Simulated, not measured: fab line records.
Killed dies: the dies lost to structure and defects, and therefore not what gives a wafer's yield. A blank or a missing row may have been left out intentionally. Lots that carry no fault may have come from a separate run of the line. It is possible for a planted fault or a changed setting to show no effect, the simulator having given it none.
Which tool was responsible? / flow nandHarc / 24 lots with 72 wafers sampled at 5 steps, on a route of 1159 steps

== WHAT EACH GAUGE READ, for each wafer ==
NHARC_A_CONTACT_CD_MEAS_80. Usual: 189.8 nm for cdNm, sd 0.55.
lot=L074; measured=day 16 19:55; on=cdSem-03; cdNm (nm)=190.4 189.7 189.8; flag=
lot=L076; measured=day 17 05:13; on=cdSem-01; cdNm (nm)=190.3 190.1 190.1; flag=
lot=L075; measured=day 17 06:05; on=cdSem-01; cdNm (nm)=189.7 190.7 189.9; flag=
lot=L079; measured=day 17 11:12; on=cdSem-01; cdNm (nm)=189.3 188.9 189.9; flag=
lot=L077; measured=day 17 11:35; on=cdSem-02; cdNm (nm)=189.2 188.9 189.3; flag=
lot=L078; measured=day 18 07:59; on=cdSem-01; cdNm (nm)=189.4 189.2 189.3; flag=
lot=L082; measured=day 18 16:23; on=cdSem-03; cdNm (nm)=190.9 190.2 190.6; flag=
lot=L081; measured=day 18 16:50; on=cdSem-01; cdNm (nm)=189.9 189.8 189.8; flag=
lot=L084; measured=day 18 21:43; on=cdSem-02; cdNm (nm)=190.3 190.5 190.3; flag=
lot=L080; measured=day 18 22:34; on=cdSem-01; cdNm (nm)=190.0 190.5 190.3; flag=
lot=L083; measured=day 19 03:31; on=cdSem-01; cdNm (nm)=190.3 189.8 189.7; flag=
lot=L085; measured=day 19 17:32; on=cdSem-01; cdNm (nm)=189.5 190.5 190.0; flag=
lot=L088; measured=day 19 19:02; on=cdSem-02; cdNm (nm)=190.0 189.9 189.7; flag=
lot=L087; measured=day 19 22:10; on=cdSem-03; cdNm (nm)=190.4 189.7 190.5; flag=
lot=L086; measured=day 20 11:17; on=cdSem-02; cdNm (nm)=189.1 189.5 189.5; flag=
lot=L089; measured=day 20 12:56; on=cdSem-02; cdNm (nm)=190.5 190.7 190.2; flag=
lot=L091; measured=day 20 23:36; on=cdSem-02; cdNm (nm)=189.8 189.2 189.4; flag=
lot=L090; measured=day 21 01:17; on=cdSem-02; cdNm (nm)=189.5 189.7 189.8; flag=
lot=L093; measured=day 21 03:41; on=cdSem-03; cdNm (nm)=190.0 189.8 189.0; flag=
lot=L092; measured=day 21 04:44; on=cdSem-03; cdNm (nm)=189.9 190.0 190.0; flag=
lot=L094; measured=day 22 09:31; on=cdSem-01; cdNm (nm)=188.5 189.1 189.1; flag=
lot=L095; measured=day 22 13:25; on=cdSem-03; cdNm (nm)=189.1 189.7 188.9; flag=
lot=L096; measured=day 22 18:07; on=cdSem-02; cdNm (nm)=190.2 189.5 190.0; flag=
lot=L097; measured=day 22 21:47; on=cdSem-02; cdNm (nm)=190.4 190.4 189.6; flag=

NHARC_A_CONTACT_CD_MEAS_08: target cd 100 nm. Usual: 100.0 nm for cdNm, sd 0.51.
lot=L074; measured=day 17 00:16; on=cdSem-02; cdNm (nm)=99.7 99.2 99.1; flag=
lot=L076; measured=day 17 09:01; on=cdSem-03; cdNm (nm)=101.0 100.5 99.9; flag=
lot=L075; measured=day 17 09:53; on=cdSem-02; cdNm (nm)=100.4 99.9 100.3; flag=
lot=L079; measured=day 17 15:01; on=cdSem-01; cdNm (nm)=99.4 100.3 99.9; flag=
lot=L077; measured=day 17 17:32; on=cdSem-01; cdNm (nm)=99.8 100.0 99.4; flag=
lot=L078; measured=day 18 13:13; on=cdSem-02; cdNm (nm)=99.4 98.8 100.0; flag=
lot=L082; measured=day 18 19:19; on=cdSem-01; cdNm (nm)=99.6 99.3 99.5; flag=
lot=L081; measured=day 18 19:49; on=cdSem-01; cdNm (nm)=100.5 99.4 100.4; flag=
lot=L084; measured=day 19 00:49; on=cdSem-01; cdNm (nm)=99.2 99.5 100.0; flag=
lot=L080; measured=day 19 01:52; on=cdSem-02; cdNm (nm)=100.5 99.9 100.2; flag=
lot=L083; measured=day 19 07:35; on=cdSem-03; cdNm (nm)=100.1 99.6 100.6; flag=
lot=L085; measured=day 19 20:28; on=cdSem-01; cdNm (nm)=100.2 100.5 99.4; flag=
lot=L088; measured=day 20 00:30; on=cdSem-03; cdNm (nm)=99.5 99.2 99.7; flag=
lot=L087; measured=day 20 02:16; on=cdSem-01; cdNm (nm)=100.2 100.3 101.0; flag=
lot=L086; measured=day 20 18:06; on=cdSem-01; cdNm (nm)=99.5 99.9 100.1; flag=
lot=L089; measured=day 20 19:02; on=cdSem-03; cdNm (nm)=100.0 100.0 99.3; flag=
lot=L091; measured=day 21 02:50; on=cdSem-02; cdNm (nm)=100.7 100.1 100.5; flag=
lot=L090; measured=day 21 08:16; on=cdSem-02; cdNm (nm)=100.2 100.0 99.7; flag=
lot=L093; measured=day 21 08:22; on=cdSem-01; cdNm (nm)=99.8 99.9 100.3; flag=
lot=L092; measured=day 21 09:03; on=cdSem-01; cdNm (nm)=99.6 99.9 99.9; flag=
lot=L094; measured=day 22 13:45; on=cdSem-03; cdNm (nm)=100.0 100.2 100.5; flag=
lot=L095; measured=day 22 17:25; on=cdSem-03; cdNm (nm)=99.5 99.4 99.5; flag=
lot=L096; measured=day 22 21:23; on=cdSem-02; cdNm (nm)=100.6 100.5 101.6; flag=
lot=L097; measured=day 23 02:23; on=cdSem-02; cdNm (nm)=100.1 100.0 99.9; flag=

NHARC_A_BLC_CD_MEAS_10: target cd 100 nm. Usual: 100.0 nm for cdNm, sd 0.51.
lot=L074; measured=day 17 12:36; on=cdSem-01; cdNm (nm)=99.5 99.0 99.3; flag=
lot=L076; measured=day 17 14:52; on=cdSem-03; cdNm (nm)=99.3 99.2 99.9; flag=
lot=L075; measured=day 17 15:28; on=cdSem-01; cdNm (nm)=99.6 99.1 100.3; flag=
lot=L079; measured=day 17 21:47; on=cdSem-01; cdNm (nm)=99.7 99.9 99.8; flag=
lot=L077; measured=day 17 22:58; on=cdSem-03; cdNm (nm)=99.5 99.3 99.7; flag=
lot=L078; measured=day 18 19:14; on=cdSem-02; cdNm (nm)=100.5 99.6 99.9; flag=
lot=L082; measured=day 19 03:52; on=cdSem-01; cdNm (nm)=100.7 100.6 100.0; flag=
lot=L081; measured=day 19 04:44; on=cdSem-01; cdNm (nm)=100.3 100.1 100.1; flag=
lot=L084; measured=day 19 12:11; on=cdSem-02; cdNm (nm)=99.8 99.2 99.5; flag=
lot=L080; measured=day 19 12:56; on=cdSem-03; cdNm (nm)=99.9 99.8 100.7; flag=
lot=L083; measured=day 19 18:26; on=cdSem-01; cdNm (nm)=100.2 101.6 100.4; flag=
lot=L085; measured=day 20 05:53; on=cdSem-02; cdNm (nm)=100.3 100.3 100.0; flag=
lot=L088; measured=day 20 10:51; on=cdSem-01; cdNm (nm)=99.6 100.4 100.8; flag=
lot=L087; measured=day 20 10:58; on=cdSem-01; cdNm (nm)=99.8 100.2 99.6; flag=
lot=L086; measured=day 21 03:02; on=cdSem-03; cdNm (nm)=100.3 100.1 100.3; flag=
lot=L089; measured=day 21 03:45; on=cdSem-01; cdNm (nm)=100.4 99.9 100.0; flag=
lot=L091; measured=day 21 10:40; on=cdSem-03; cdNm (nm)=99.5 100.1 99.8; flag=
lot=L090; measured=day 21 15:01; on=cdSem-02; cdNm (nm)=100.4 100.2 100.5; flag=
lot=L093; measured=day 21 15:46; on=cdSem-01; cdNm (nm)=99.7 99.6 100.4; flag=
lot=L092; measured=day 21 16:56; on=cdSem-01; cdNm (nm)=100.7 99.4 100.9; flag=
lot=L094; measured=day 22 19:38; on=cdSem-01; cdNm (nm)=99.9 100.3 100.0; flag=
lot=L095; measured=day 23 09:27; on=cdSem-03; cdNm (nm)=99.9 99.8 100.2; flag=
lot=L096; measured=day 23 10:04; on=cdSem-03; cdNm (nm)=100.9 99.6 100.5; flag=
lot=L097; measured=day 23 10:49; on=cdSem-03; cdNm (nm)=100.7 99.9 100.7; flag=

NHARC_A_BLC_CD_MEAS_19. Usual: 99.3 nm for cdNm, sd 2.2.
lot=L074; measured=day 17 13:46; on=cdSem-02; cdNm (nm)=102.6 100.6 101.1; flag=
lot=L076; measured=day 17 16:04; on=cdSem-02; cdNm (nm)=99.5 100.0 98.3; flag=
lot=L075; measured=day 17 16:49; on=cdSem-03; cdNm (nm)=100.4 99.3 104.0; flag=
lot=L079; measured=day 17 22:56; on=cdSem-02; cdNm (nm)=101.9 99.8 98.6; flag=
lot=L077; measured=day 18 00:06; on=cdSem-03; cdNm (nm)=99.2 98.8 98.3; flag=
lot=L078; measured=day 18 20:23; on=cdSem-02; cdNm (nm)=103.2 100.1 99.9; flag=
lot=L082; measured=day 19 05:01; on=cdSem-01; cdNm (nm)=103.2 104.5 99.4; flag=
lot=L081; measured=day 19 05:57; on=cdSem-03; cdNm (nm)=99.3 104.5 99.3; flag=
lot=L084; measured=day 19 13:20; on=cdSem-03; cdNm (nm)=100.6 97.9 97.4; flag=
lot=L080; measured=day 19 14:06; on=cdSem-03; cdNm (nm)=101.2 100.0 100.1; flag=
lot=L083; measured=day 19 19:35; on=cdSem-03; cdNm (nm)=101.3 101.4 103.2; flag=
lot=L085; measured=day 20 07:02; on=cdSem-02; cdNm (nm)=102.1 101.3 99.0; flag=
lot=L088; measured=day 20 12:12; on=cdSem-01; cdNm (nm)=97.0 97.2 93.5; flag=
lot=L087; measured=day 20 12:23; on=cdSem-02; cdNm (nm)=97.7 97.2 101.2; flag=
lot=L086; measured=day 21 04:12; on=cdSem-03; cdNm (nm)=100.8 95.5 99.5; flag=
lot=L089; measured=day 21 04:54; on=cdSem-02; cdNm (nm)=99.5 98.7 99.7; flag=
lot=L091; measured=day 21 11:50; on=cdSem-03; cdNm (nm)=99.4 102.0 95.7; flag=
lot=L090; measured=day 21 16:10; on=cdSem-02; cdNm (nm)=95.7 93.7 96.0; flag=
lot=L093; measured=day 21 16:56; on=cdSem-03; cdNm (nm)=97.8 98.2 97.1; flag=
lot=L092; measured=day 21 18:04; on=cdSem-01; cdNm (nm)=99.0 96.4 100.5; flag=
lot=L094; measured=day 22 20:47; on=cdSem-03; cdNm (nm)=102.2 95.3 99.2; flag=
lot=L095; measured=day 23 10:37; on=cdSem-01; cdNm (nm)=98.5 97.6 95.1; flag=
lot=L096; measured=day 23 11:22; on=cdSem-02; cdNm (nm)=97.8 99.3 100.1; flag=
lot=L097; measured=day 23 11:58; on=cdSem-02; cdNm (nm)=103.5 95.8 100.2; flag=

== WHICH TOOL RAN EACH LOT (tool, then ch and the chambers of the sampled wafers, then the start) ==
lot=L074; NHARC_A_CONTACT_ALD_18=aldMetal-03 ch 0,2, day 17 03:46
lot=L076; NHARC_A_CONTACT_ALD_18=aldMetal-03 ch 1,2,3, day 17 12:38
lot=L075; NHARC_A_CONTACT_ALD_18=aldMetal-04 ch 0,1,2, day 17 13:28
lot=L079; NHARC_A_CONTACT_ALD_18=aldMetal-03 ch 0,1, day 17 18:39
lot=L077; NHARC_A_CONTACT_ALD_18=aldMetal-02 ch 1,2,3, day 17 20:58
lot=L078; NHARC_A_CONTACT_ALD_18=aldMetal-04 ch 1,2, day 18 17:09
lot=L082; NHARC_A_CONTACT_ALD_18=aldMetal-04 ch 0,3, day 18 22:47
lot=L081; NHARC_A_CONTACT_ALD_18=aldMetal-02 ch 0,1,2, day 18 23:28
lot=L084; NHARC_A_CONTACT_ALD_18=aldMetal-04 ch 1,2, day 19 04:23
lot=L080; NHARC_A_CONTACT_ALD_18=aldMetal-03 ch 0,1,2, day 19 05:39
lot=L083; NHARC_A_CONTACT_ALD_18=aldMetal-04 ch 0,1,2, day 19 11:22
lot=L085; NHARC_A_CONTACT_ALD_18=aldMetal-04 ch 0,2, day 19 23:57
lot=L088; NHARC_A_CONTACT_ALD_18=aldMetal-04 ch 1,2, day 20 04:53
lot=L087; NHARC_A_CONTACT_ALD_18=aldMetal-03 ch 0,3, day 20 05:46
lot=L086; NHARC_A_CONTACT_ALD_18=aldMetal-03 ch 0,1,3, day 20 21:59
lot=L089; NHARC_A_CONTACT_ALD_18=aldMetal-04 ch 1,2, day 20 22:42
lot=L091; NHARC_A_CONTACT_ALD_18=aldMetal-03 ch 0,1,2, day 21 06:24
lot=L090; NHARC_A_CONTACT_ALD_18=aldMetal-04 ch 0,2, day 21 11:42
lot=L093; NHARC_A_CONTACT_ALD_18=aldMetal-03 ch 0,3, day 21 12:12
lot=L092; NHARC_A_CONTACT_ALD_18=aldMetal-04 ch 0,3, day 21 12:55
lot=L094; NHARC_A_CONTACT_ALD_18=aldMetal-02 ch 0,2,3, day 22 17:31
lot=L095; NHARC_A_CONTACT_ALD_18=aldMetal-02 ch 0,2,3, day 22 22:42
lot=L096; NHARC_A_CONTACT_ALD_18=aldMetal-03 ch 0,1,2, day 23 01:55
lot=L097; NHARC_A_CONTACT_ALD_18=aldMetal-02 ch 0,2,3, day 23 06:05
- NHARC_A_CONTACT_ALD_18: deposits TiN, target thk 3 nm, pulse time 1 s, ald cycles 150.

== WHAT THE TOOLS THEMSELVES READ (means of the sampled wafers that have a number; where no wafer has one, the mark that the record gives instead) ==
NHARC_A_CONTACT_ALD_18. Usual: heaterPowerW 1008 W, standard deviation 81; precursorPulseHeightRel 1.001, standard deviation 0.021.
lot=L074; tool=aldMetal-03; heaterPowerW (W)=949; precursorPulseHeightRel=0.986; flag=
lot=L076; tool=aldMetal-03; heaterPowerW (W)=1013; precursorPulseHeightRel=1.017; flag=
lot=L075; tool=aldMetal-04; heaterPowerW (W)=1006; precursorPulseHeightRel=0.999; flag=
lot=L079; tool=aldMetal-03; heaterPowerW (W)=1118; precursorPulseHeightRel=1.016; flag=
lot=L077; tool=aldMetal-02; heaterPowerW (W)=1032; precursorPulseHeightRel=0.993; flag=
lot=L078; tool=aldMetal-04; heaterPowerW (W)=928; precursorPulseHeightRel=0.993; flag=
lot=L082; tool=aldMetal-04; heaterPowerW (W)=1012; precursorPulseHeightRel=1.006; flag=
lot=L081; tool=aldMetal-02; heaterPowerW (W)=1024; precursorPulseHeightRel=1.011; flag=
lot=L084; tool=aldMetal-04; heaterPowerW (W)=950; precursorPulseHeightRel=1.002; flag=
lot=L080; tool=aldMetal-03; heaterPowerW (W)=1042; precursorPulseHeightRel=0.977; flag=
lot=L083; tool=aldMetal-04; heaterPowerW (W)=970; precursorPulseHeightRel=0.997; flag=
lot=L085; tool=aldMetal-04; heaterPowerW (W)=940; precursorPulseHeightRel=0.992; flag=
lot=L088; tool=aldMetal-04; heaterPowerW (W)=932; precursorPulseHeightRel=1.005; flag=
lot=L087; tool=aldMetal-03; heaterPowerW (W)=1049; precursorPulseHeightRel=0.998; flag=
lot=L086; tool=aldMetal-03; heaterPowerW (W)=1077; precursorPulseHeightRel=0.993; flag=
lot=L089; tool=aldMetal-04; heaterPowerW (W)=912; precursorPulseHeightRel=0.998; flag=
lot=L091; tool=aldMetal-03; heaterPowerW (W)=1034; precursorPulseHeightRel=1.012; flag=
lot=L090; tool=aldMetal-04; heaterPowerW (W)=1000; precursorPulseHeightRel=1.007; flag=
lot=L093; tool=aldMetal-03; heaterPowerW (W)=1039; precursorPulseHeightRel=0.996; flag=
lot=L092; tool=aldMetal-04; heaterPowerW (W)=991; precursorPulseHeightRel=1.010; flag=
lot=L094; tool=aldMetal-02; heaterPowerW (W)=1072; precursorPulseHeightRel=1.019; flag=
lot=L095; tool=aldMetal-02; heaterPowerW (W)=1063; precursorPulseHeightRel=1.002; flag=
lot=L096; tool=aldMetal-03; heaterPowerW (W)=996; precursorPulseHeightRel=1.015; flag=
lot=L097; tool=aldMetal-02; heaterPowerW (W)=1064; precursorPulseHeightRel=0.995; flag=

== THE ANSWER, worked out from the rows above alone ==
Rule: take the mean of a lot's wafers that have a number; if it is more than 3 standard deviations from the usual mean, the lot is off. Also off: a lot with no number at a reading for which 4 or more lots have one. The other lots that the step has rows for count as sound. First the gauges in route order, then the tools' own readings, where a lot's mean is used as printed above. At the first step where some lot is off, the reading lying furthest off is the one used; lots without a number count as furthest.
None of the lots is off at any reading shown; this tells nothing.

== WHAT THE SIMULATOR HAD INSERTED ==
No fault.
